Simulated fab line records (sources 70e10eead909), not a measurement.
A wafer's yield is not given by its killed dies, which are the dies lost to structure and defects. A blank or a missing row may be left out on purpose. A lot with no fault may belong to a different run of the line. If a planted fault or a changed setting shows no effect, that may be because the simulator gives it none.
fab line records :: flow nandHarc
record
  lots=5
  wafers=15
  lastDay=32
route steps=1302 shown P_GATE@170
lots with no fault: from the same line, run without faults
startH: hours from the record's first day to the start of the lot's first wafer shown :: waitH: hours from the lot's prior step to this one :: " unchanged from the row above :: L1.1+2: one row covering several wafers at once :: - value missing, or start not given :: * or withheld: withheld :: < > ~ a bound
route shown NAME@n: names a module that has steps shown in the file, with the first one's number in the route :: usual: the fault-free wafers' mean and standard deviation :: same: alike in all rows :: chamber/n: place in a boat :: sites: per-site readings :: _std_site: the standard deviation of these :: _edge_site: outer sites' mean less inner sites' :: radiusMm: for every site, how far away it sits from the centre of the wafer :: mask NAME#n: copy n :: behind: the most recent tool/chamber to have shaped the wafer :: hold: cause of the lot's hold/its duration in hours/its outcome :: device: names the non-switching transistor (n, p or np) :: end of line: at the end of the route, the tests of the same wafers :: where a step has no rows: the recipe by itself :: killed: the dies lost at the first sort to structure and to defects; this is not the yield of the wafer :: map: dies across one wafer; x = killed, . = not, _ = none there
set.NAME: the run value of the setting; set.NAME@STEP: its run value at that earlier step :: model.NAME: the simulator's own value behind a step, which no gauge read
lots at some steps of the route; a table a step, a row a wafer
services: from which hour (startH, from the record's first day; less than 0 if before it) a tool's chamber was out of use, for how many hours, and why
## steps
# step NHARC_P_GATE_CD_MEAS_46
# recipe
  targetCdNm=720
  landingEnergyEv=500
# usual
  cdNm=720.5/2.7
lot.wafer: L885.2
tool: cdSem-03
chamber: 0
startH: 124.20
waitH: -
cdNm: 719.4

lot.wafer: L885.3
tool: cdSem-03
chamber: 0
startH: 124.20
waitH: -
cdNm: 719.0

lot.wafer: L885.6
tool: cdSem-03
chamber: 0
startH: 124.20
waitH: -
cdNm: 720.2

lot.wafer: L888.3
tool: cdSem-02
chamber: 0
startH: 151.96
waitH: -
cdNm: 724.1

lot.wafer: L888.4
tool: cdSem-02
chamber: 0
startH: 151.96
waitH: -
cdNm: 722.4

lot.wafer: L888.5
tool: cdSem-02
chamber: 0
startH: 151.96
waitH: -
cdNm: 717.5

lot.wafer: L896.2
tool: cdSem-01
chamber: 0
startH: 232.04
waitH: -
cdNm: 722.9

lot.wafer: L896.5
tool: cdSem-01
chamber: 0
startH: 232.04
waitH: -
cdNm: 724.5

lot.wafer: L896.6
tool: cdSem-01
chamber: 0
startH: 232.04
waitH: -
cdNm: 721.0

lot.wafer: L906.2
tool: cdSem-01
chamber: 0
startH: 327.88
waitH: -
cdNm: 717.3

lot.wafer: L906.3
tool: cdSem-01
chamber: 0
startH: 327.88
waitH: -
cdNm: 718.8

lot.wafer: L906.5
tool: cdSem-01
chamber: 0
startH: 327.88
waitH: -
cdNm: 716.9

lot.wafer: L907.2
tool: cdSem-01
chamber: 0
startH: 335.25
waitH: -
cdNm: 724.7

lot.wafer: L907.4
tool: cdSem-01
chamber: 0
startH: 335.25
waitH: -
cdNm: 718.4

lot.wafer: L907.6
tool: cdSem-01
chamber: 0
startH: 335.25
waitH: -
cdNm: 725.4
# step NHARC_P_GATE_HARDBAKE_47
# recipe
  tempC=125
  timeS=80
# step NHARC_P_GATE_DESCUM_48
# recipe
  timeS=3
  o2FlowSccm=200
  arFlowSccm=0
  biasPowerW=0
  chemistry=O2
# usual
  drypumpMotorCurrentA=5.8/0.36
  o2FlowSccm=200.0/0.55
  oesProductAu=1.005/0.013
  rfVppV=57.9/0.93
  showerheadPlenumPTorr=1.94/0.089
  throttleValvePct=11.312/0.0082
lot.wafer: L885.2
tool: rieDiel-13
chamber: 2
startH: 124.39
waitH: -
drypumpMotorCurrentA: 5.7
o2FlowSccm: 199.8
oesProductAu: 1.007
rfHoursCounterH: 7.7
rfVppV: 56.9
showerheadPlenumPTorr: 2.00
throttleValvePct: 11.321

lot.wafer: L885.3
tool: rieDiel-13
chamber: 3
startH: 124.39
waitH: -
drypumpMotorCurrentA: 5.6
o2FlowSccm: 199.9
oesProductAu: 0.994
rfHoursCounterH: 9.2
rfVppV: 57.9
showerheadPlenumPTorr: 1.79
throttleValvePct: 11.305

lot.wafer: L885.6
tool: rieDiel-13
chamber: 1
startH: 124.39
waitH: -
drypumpMotorCurrentA: 6.0
o2FlowSccm: 199.5
oesProductAu: 1.017
rfHoursCounterH: -
rfVppV: 58.0
showerheadPlenumPTorr: 1.95
throttleValvePct: 11.312

lot.wafer: L888.3
tool: rieDiel-01
chamber: 2
startH: 152.13
waitH: -
drypumpMotorCurrentA: 5.3
o2FlowSccm: 199.4
oesProductAu: 0.987
rfHoursCounterH: 5.8
rfVppV: 58.6
showerheadPlenumPTorr: 2.00
throttleValvePct: 11.305

lot.wafer: L888.4
tool: rieDiel-01
chamber: 3
startH: 152.13
waitH: -
drypumpMotorCurrentA: 6.0
o2FlowSccm: 199.9
oesProductAu: 1.000
rfHoursCounterH: 5.1
rfVppV: 56.5
showerheadPlenumPTorr: 1.81
throttleValvePct: 11.305

lot.wafer: L888.5
tool: rieDiel-01
chamber: 1
startH: 152.13
waitH: -
drypumpMotorCurrentA: 5.7
o2FlowSccm: 200.6
oesProductAu: 0.996
rfHoursCounterH: -
rfVppV: 57.7
showerheadPlenumPTorr: 2.02
throttleValvePct: 11.309

lot.wafer: L896.2
tool: rieDiel-13
chamber: 0
startH: 232.20
waitH: -
drypumpMotorCurrentA: 5.8
o2FlowSccm: 200.2
oesProductAu: 1.009
rfHoursCounterH: 4.0
rfVppV: 57.2
showerheadPlenumPTorr: 1.85
throttleValvePct: 11.303

lot.wafer: L896.6
tool: rieDiel-13
chamber: 0
startH: 232.20
waitH: -
drypumpMotorCurrentA: 5.8
o2FlowSccm: 200.1
oesProductAu: 1.006
rfHoursCounterH: -
rfVppV: 58.7
showerheadPlenumPTorr: 1.85
throttleValvePct: 11.316

lot.wafer: L896.5
tool: rieDiel-13
chamber: 1
startH: 232.20
waitH: -
drypumpMotorCurrentA: 6.0
o2FlowSccm: 200.0
oesProductAu: 1.017
rfHoursCounterH: -
rfVppV: 57.8
showerheadPlenumPTorr: 1.94
throttleValvePct: 11.309

lot.wafer: L906.3
tool: rieDiel-05
chamber: 3
startH: 328.04
waitH: -
drypumpMotorCurrentA: 6.3
o2FlowSccm: 200.4
oesProductAu: 1.019
rfHoursCounterH: 3.5
rfVppV: 59.3
showerheadPlenumPTorr: 2.03
throttleValvePct: 11.302

lot.wafer: L906.2
tool: rieDiel-05
chamber: 1
startH: 328.04
waitH: -
drypumpMotorCurrentA: 6.3
o2FlowSccm: 199.4
oesProductAu: 1.023
rfHoursCounterH: 3.3
rfVppV: 57.6
showerheadPlenumPTorr: 1.93
throttleValvePct: 11.305

lot.wafer: L906.5
tool: rieDiel-05
chamber: 0
startH: 328.04
waitH: -
drypumpMotorCurrentA: 5.1
o2FlowSccm: 201.1
oesProductAu: 0.991
rfHoursCounterH: -
rfVppV: 58.4
showerheadPlenumPTorr: 2.02
throttleValvePct: 11.315

lot.wafer: L907.2
tool: rieDiel-05
chamber: 3
startH: 335.44
waitH: -
drypumpMotorCurrentA: 6.3
o2FlowSccm: 199.3
oesProductAu: 1.019
rfHoursCounterH: 3.6
rfVppV: 59.2
showerheadPlenumPTorr: 2.02
throttleValvePct: 11.316

lot.wafer: L907.4
tool: rieDiel-05
chamber: 0
startH: 335.44
waitH: -
drypumpMotorCurrentA: 5.1
o2FlowSccm: 199.1
oesProductAu: 0.987
rfHoursCounterH: 1.8
rfVppV: 57.8
showerheadPlenumPTorr: 2.02
throttleValvePct: 11.305

lot.wafer: L907.6
tool: rieDiel-05
chamber: 1
startH: 335.44
waitH: -
drypumpMotorCurrentA: 6.3
o2FlowSccm: 199.5
oesProductAu: 1.032
rfHoursCounterH: -
rfVppV: 57.7
showerheadPlenumPTorr: 1.93
throttleValvePct: 11.314
# step NHARC_P_GATE_IMPLANT_49
# recipe
  energyKev=30
  doseCm2=3e+15
  tiltDeg=7
# step NHARC_P_GATE_STRIP_111
# recipe
  powerW=1500
  tempC=110
  timeS=250
  chemistry=N2/H2
# usual
  drypumpMotorCurrentA=5.16/0.26
  heaterPowerW=92/7.6
lot.wafer: L885.2
tool: plasmaAsher-02
chamber: 0
startH: 124.74
waitH: 0.2
drypumpMotorCurrentA: 5.21
heaterPowerW: 87
rfHoursCounterH: 7

lot.wafer: L885.3
tool: plasmaAsher-02
chamber: 1
startH: 124.74
waitH: 0.2
drypumpMotorCurrentA: 4.86
heaterPowerW: 94
rfHoursCounterH: -

lot.wafer: L885.6
tool: plasmaAsher-02
chamber: 0
startH: 124.74
waitH: 0.2
drypumpMotorCurrentA: 5.21
heaterPowerW: 86
rfHoursCounterH: -

lot.wafer: L888.4
tool: plasmaAsher-01
chamber: 0
startH: 152.58
waitH: 0.2
drypumpMotorCurrentA: 5.02
heaterPowerW: 94
rfHoursCounterH: -

lot.wafer: L888.3
tool: plasmaAsher-01
chamber: 1
startH: 152.58
waitH: 0.2
drypumpMotorCurrentA: 5.60
heaterPowerW: 106
rfHoursCounterH: -

lot.wafer: L888.5
tool: plasmaAsher-01
chamber: 1
startH: 152.58
waitH: 0.2
drypumpMotorCurrentA: 5.58
heaterPowerW: 103
rfHoursCounterH: -

lot.wafer: L896.2
tool: plasmaAsher-02
chamber: 1
startH: 232.62
waitH: 0.2
drypumpMotorCurrentA: 4.89
heaterPowerW: 94
rfHoursCounterH: 30

lot.wafer: L896.5
tool: plasmaAsher-02
chamber: 0
startH: 232.62
waitH: 0.2
drypumpMotorCurrentA: 5.17
heaterPowerW: 85
rfHoursCounterH: -

lot.wafer: L896.6
tool: plasmaAsher-02
chamber: 1
startH: 232.62
waitH: 0.2
drypumpMotorCurrentA: 4.89
heaterPowerW: 96
rfHoursCounterH: -

lot.wafer: L906.2
tool: plasmaAsher-01
chamber: 1
startH: 328.46
waitH: 0.2
drypumpMotorCurrentA: 5.57
heaterPowerW: 105
rfHoursCounterH: 33

lot.wafer: L906.3
tool: plasmaAsher-01
chamber: 1
startH: 328.46
waitH: 0.2
drypumpMotorCurrentA: 5.57
heaterPowerW: 106
rfHoursCounterH: -

lot.wafer: L906.5
tool: plasmaAsher-01
chamber: 0
startH: 328.46
waitH: 0.2
drypumpMotorCurrentA: 5.01
heaterPowerW: 88
rfHoursCounterH: -

lot.wafer: L907.2
tool: plasmaAsher-02
chamber: 1
startH: 335.78
waitH: 0.2
drypumpMotorCurrentA: 4.88
heaterPowerW: 92
rfHoursCounterH: 17

lot.wafer: L907.4
tool: plasmaAsher-02
chamber: 1
startH: 335.78
waitH: 0.2
drypumpMotorCurrentA: 4.87
heaterPowerW: 93
rfHoursCounterH: -

lot.wafer: L907.6
tool: plasmaAsher-02
chamber: 1
startH: 335.78
waitH: 0.2
drypumpMotorCurrentA: 4.87
heaterPowerW: 93
rfHoursCounterH: -
# step NHARC_P_GATE_STRIP_75
# recipe
  powerW=1500
  tempC=250
  chemistry=O2
# usual
  drypumpMotorCurrentA=5.16/0.26
  heaterPowerW=346/28
lot.wafer: L885.2
tool: plasmaAsher-02
chamber: 0
startH: 125.04
waitH: 0.3
drypumpMotorCurrentA: 5.20
heaterPowerW: 316
rfHoursCounterH: 7

lot.wafer: L885.3
tool: plasmaAsher-02
chamber: 1
startH: 125.04
waitH: 0.3
drypumpMotorCurrentA: 4.85
heaterPowerW: 344
rfHoursCounterH: -

lot.wafer: L885.6
tool: plasmaAsher-02
chamber: 0
startH: 125.04
waitH: 0.3
drypumpMotorCurrentA: 5.20
heaterPowerW: 323
rfHoursCounterH: -

lot.wafer: L888.4
tool: plasmaAsher-01
chamber: 0
startH: 152.81
waitH: 0.2
drypumpMotorCurrentA: 5.03
heaterPowerW: 334
rfHoursCounterH: -

lot.wafer: L888.3
tool: plasmaAsher-01
chamber: 1
startH: 152.81
waitH: 0.2
drypumpMotorCurrentA: 5.57
heaterPowerW: 390
rfHoursCounterH: -

lot.wafer: L888.5
tool: plasmaAsher-01
chamber: 1
startH: 152.81
waitH: 0.2
drypumpMotorCurrentA: 5.54
heaterPowerW: 387
rfHoursCounterH: -

lot.wafer: L896.2
tool: plasmaAsher-02
chamber: 1
startH: 232.88
waitH: 0.2
drypumpMotorCurrentA: 4.89
heaterPowerW: 351
rfHoursCounterH: 30

lot.wafer: L896.5
tool: plasmaAsher-02
chamber: 0
startH: 232.88
waitH: 0.2
drypumpMotorCurrentA: 5.19
heaterPowerW: 322
rfHoursCounterH: -

lot.wafer: L896.6
tool: plasmaAsher-02
chamber: 1
startH: 232.88
waitH: 0.2
drypumpMotorCurrentA: 4.87
heaterPowerW: 351
rfHoursCounterH: -

lot.wafer: L906.2
tool: plasmaAsher-01
chamber: 1
startH: 328.72
waitH: 0.2
drypumpMotorCurrentA: 5.60
heaterPowerW: 397
rfHoursCounterH: 33

lot.wafer: L906.3
tool: plasmaAsher-01
chamber: 1
startH: 328.72
waitH: 0.2
drypumpMotorCurrentA: 5.58
heaterPowerW: 396
rfHoursCounterH: -

lot.wafer: L906.5
tool: plasmaAsher-01
chamber: 0
startH: 328.72
waitH: 0.2
drypumpMotorCurrentA: 5.07
heaterPowerW: 326
rfHoursCounterH: -

lot.wafer: L907.2
tool: plasmaAsher-02
chamber: 1
startH: 336.08
waitH: 0.3
drypumpMotorCurrentA: 4.89
heaterPowerW: 342
rfHoursCounterH: 18

lot.wafer: L907.4
tool: plasmaAsher-02
chamber: 1
startH: 336.08
waitH: 0.3
drypumpMotorCurrentA: 4.86
heaterPowerW: 351
rfHoursCounterH: -

lot.wafer: L907.6
tool: plasmaAsher-02
chamber: 1
startH: 336.08
waitH: 0.3
drypumpMotorCurrentA: 4.89
heaterPowerW: 351
rfHoursCounterH: -
# step NHARC_P_GATE_STRIP_50
# recipe
  timeS=900
  tempC=130
  chemistry=SPM
# step NHARC_P_GATE_DEHYDRATE_51
# recipe
  tempC=150
  timeS=120
# step NHARC_P_GATE_HMDS_52
# recipe
  timeS=30
# step NHARC_P_GATE_COAT_53
# recipe
  spinRpm=3000
# step NHARC_P_GATE_SOFTBAKE_54
# recipe
  tempC=122
  timeS=95
# step NHARC_P_GATE_EBR_55
# step NHARC_P_GATE_EXPOSE_56
# recipe
  na=0.6
  targetCdNm=720
  doseMj=14.81
  maskId=P_PSD
# usual
  exposureDoseMJCm2=14.812/0.015
lot.wafer: L885.2
tool: krfScanner-04
chamber: 0
startH: 125.70
waitH: -
mask: P_PSD#0
exposureDoseMJCm2: 14.826

lot.wafer: L885.3
tool: krfScanner-04
chamber: 0
startH: 125.70
waitH: -
mask: P_PSD#0
exposureDoseMJCm2: 14.823

lot.wafer: L885.6
tool: krfScanner-04
chamber: 0
startH: 125.70
waitH: -
mask: P_PSD#0
exposureDoseMJCm2: 14.820

lot.wafer: L888.3
tool: krfScanner-04
chamber: 0
startH: 153.56
waitH: -
mask: P_PSD#0
exposureDoseMJCm2: 14.820

lot.wafer: L888.4
tool: krfScanner-04
chamber: 0
startH: 153.56
waitH: -
mask: P_PSD#0
exposureDoseMJCm2: 14.807

lot.wafer: L888.5
tool: krfScanner-04
chamber: 0
startH: 153.56
waitH: -
mask: P_PSD#0
exposureDoseMJCm2: 14.812

lot.wafer: L896.2
tool: krfScanner-04
chamber: 0
startH: 233.65
waitH: -
mask: P_PSD_R1#0
exposureDoseMJCm2: 14.822

lot.wafer: L896.5
tool: krfScanner-04
chamber: 0
startH: 233.65
waitH: -
mask: P_PSD_R1#0
exposureDoseMJCm2: 14.802

lot.wafer: L896.6
tool: krfScanner-04
chamber: 0
startH: 233.65
waitH: -
mask: P_PSD_R1#0
exposureDoseMJCm2: 14.818

lot.wafer: L906.2
tool: krfScanner-01
chamber: 0
startH: 329.49
waitH: -
mask: P_PSD#0
exposureDoseMJCm2: 14.824

lot.wafer: L906.3
tool: krfScanner-01
chamber: 0
startH: 329.49
waitH: -
mask: P_PSD#0
exposureDoseMJCm2: 14.829

lot.wafer: L906.5
tool: krfScanner-01
chamber: 0
startH: 329.49
waitH: -
mask: P_PSD#0
exposureDoseMJCm2: 14.794

lot.wafer: L907.2
tool: krfScanner-03
chamber: 0
startH: 336.86
waitH: -
mask: P_PSD#0
exposureDoseMJCm2: 14.792

lot.wafer: L907.4
tool: krfScanner-03
chamber: 0
startH: 336.86
waitH: -
mask: P_PSD#0
exposureDoseMJCm2: 14.783

lot.wafer: L907.6
tool: krfScanner-03
chamber: 0
startH: 336.86
waitH: -
mask: P_PSD#0
exposureDoseMJCm2: 14.805
# step NHARC_P_GATE_PEB_57
# recipe
  pebTempC=118
  pebTimeS=85
# step NHARC_P_GATE_DEVELOP_58
# recipe
  timeS=70
# step NHARC_P_GATE_CD_MEAS_59
# recipe
  targetCdNm=720
  landingEnergyEv=500
# usual
  cdNm=719.4/2
lot.wafer: L885.2
tool: cdSem-01
chamber: 0
startH: 125.85
waitH: -
hold: -
cdNm: 722.2

lot.wafer: L885.3
tool: cdSem-01
chamber: 0
startH: 125.85
waitH: -
hold: -
cdNm: 724.3

lot.wafer: L885.6
tool: cdSem-01
chamber: 0
startH: 125.85
waitH: -
hold: -
cdNm: 717.5

lot.wafer: L888.3
tool: cdSem-01
chamber: 0
startH: 153.71
waitH: -
hold: -
cdNm: 719.7

lot.wafer: L888.4
tool: cdSem-01
chamber: 0
startH: 153.71
waitH: -
hold: -
cdNm: 718.5

lot.wafer: L888.5
tool: cdSem-01
chamber: 0
startH: 153.71
waitH: -
hold: -
cdNm: 717.9

lot.wafer: L896.2
tool: cdSem-02
chamber: 0
startH: 233.81
waitH: -
hold: awaitDispo/0.2h/release
cdNm: 756.2

lot.wafer: L896.5
tool: cdSem-02
chamber: 0
startH: 233.81
waitH: -
hold: awaitDispo/0.2h/release
cdNm: 753.1

lot.wafer: L896.6
tool: cdSem-02
chamber: 0
startH: 233.81
waitH: -
hold: awaitDispo/0.2h/release
cdNm: 754.0

lot.wafer: L896.2
tool: cdSem-02
chamber: 0
startH: -
waitH: -
hold: -
cdNm: 756.3

lot.wafer: L896.5
tool: cdSem-02
chamber: 0
startH: -
waitH: -
hold: -
cdNm: 753.3

lot.wafer: L896.6
tool: cdSem-02
chamber: 0
startH: -
waitH: -
hold: -
cdNm: 753.6

lot.wafer: L906.2
tool: cdSem-01
chamber: 0
startH: 329.64
waitH: -
hold: -
cdNm: 719.3

lot.wafer: L906.3
tool: cdSem-01
chamber: 0
startH: 329.64
waitH: -
hold: -
cdNm: 721.2

lot.wafer: L906.5
tool: cdSem-01
chamber: 0
startH: 329.64
waitH: -
hold: -
cdNm: 722.5

lot.wafer: L907.2
tool: cdSem-01
chamber: 0
startH: 337.01
waitH: -
hold: -
cdNm: 719.4

lot.wafer: L907.4
tool: cdSem-01
chamber: 0
startH: 337.01
waitH: -
hold: -
cdNm: 714.7

lot.wafer: L907.6
tool: cdSem-01
chamber: 0
startH: 337.01
waitH: -
hold: -
cdNm: 719.2
## services
tool: plasmaAsher-01
chamber: -
startH: 105.05
hours: 0.5
kind: repair

tool: rieDiel-13
chamber: 0
startH: 113.11
hours: 3.9
kind: repair

tool: rieDiel-13
chamber: 1
startH: 116.26
hours: 6.8
kind: repair

tool: rieDiel-13
chamber: 3
startH: 126.72
hours: 3.4
kind: repair

tool: krfScanner-01
chamber: -
startH: 140.02
hours: 4.0
kind: pm

tool: rieDiel-13
chamber: -
startH: 165.00
hours: 9.0
kind: pm

tool: plasmaAsher-01
chamber: -
startH: 165.08
hours: 9.0
kind: pm

tool: krfScanner-04
chamber: -
startH: 175.45
hours: 0.7
kind: repair

tool: krfScanner-04
chamber: -
startH: 182.00
hours: 4.0
kind: pm

tool: krfScanner-03
chamber: -
startH: 184.30
hours: 1.6
kind: repair

tool: rieDiel-05
chamber: 2
startH: 187.13
hours: 9.8
kind: repair

tool: krfScanner-04
chamber: -
startH: 195.65
hours: 0.7
kind: repair

tool: rieDiel-05
chamber: 1
startH: 206.05
hours: 36.7
kind: repair

tool: krfScanner-03
chamber: -
startH: 224.00
hours: 4.0
kind: pm

tool: rieDiel-05
chamber: -
startH: 229.60
hours: 9.0
kind: pm

tool: rieDiel-05
chamber: 0
startH: 242.34
hours: 10.0
kind: repair

tool: plasmaAsher-02
chamber: -
startH: 249.13
hours: 9.0
kind: pm

tool: krfScanner-04
chamber: -
startH: 251.34
hours: 0.5
kind: repair

tool: rieDiel-13
chamber: -
startH: 254.43
hours: 1.1
kind: repair

tool: rieDiel-05
chamber: 0
startH: 292.45
hours: 5.7
kind: repair

tool: krfScanner-04
chamber: -
startH: 301.87
hours: 1.8
kind: repair

tool: rieDiel-05
chamber: 0
startH: 309.99
hours: 12.3
kind: repair

tool: plasmaAsher-02
chamber: -
startH: 312.91
hours: 0.8
kind: repair

tool: plasmaAsher-01
chamber: -
startH: 331.40
hours: 9.0
kind: repair
## key
firstSign
  step=NHARC_P_GATE_EXPOSE_56
  reading=mask
  direction=changed
effect
  step=NHARC_P_GATE_CD_MEAS_59
  reading=visit
  direction=added
effect
  step=NHARC_P_GATE_CD_MEAS_59
  reading=cdNm
  direction=up
  sigmas=18
  usual=719.4
  struck=754.4
metAt NHARC_P_GATE_EXPOSE_56
struckWafers L896.2,L896.5,L896.6
rowsEnd L896.6
sortLeftOut L896.2,L896.5
testerLeftOut L896
onsetBetween 153.56 233.65
fault
  kind=wrongMask
  tool=any
  chamber=-
  onsetH=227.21
  steps=NHARC_P_GATE_EXPOSE_56
  auxCopy=P_PSD_R1#0
  cdOffsetNm=33.621
  scope=struckLotsOnly
# testerLeftOut: of these lots the tester's yield and bins aren't shown, on N5 and GAA mostly nor the transistor test; their killed dies are dies lost to structure and defects alone, not to doping, threshold or leakage, so they don't give the yield
# sortLeftOut: the simulated sort isn't trusted on such a fault, so these wafers' sort isn't shown, and their yield isn't known
# rowsEnd: these wafers met a further fault down the route, and their rows from its step on are left out
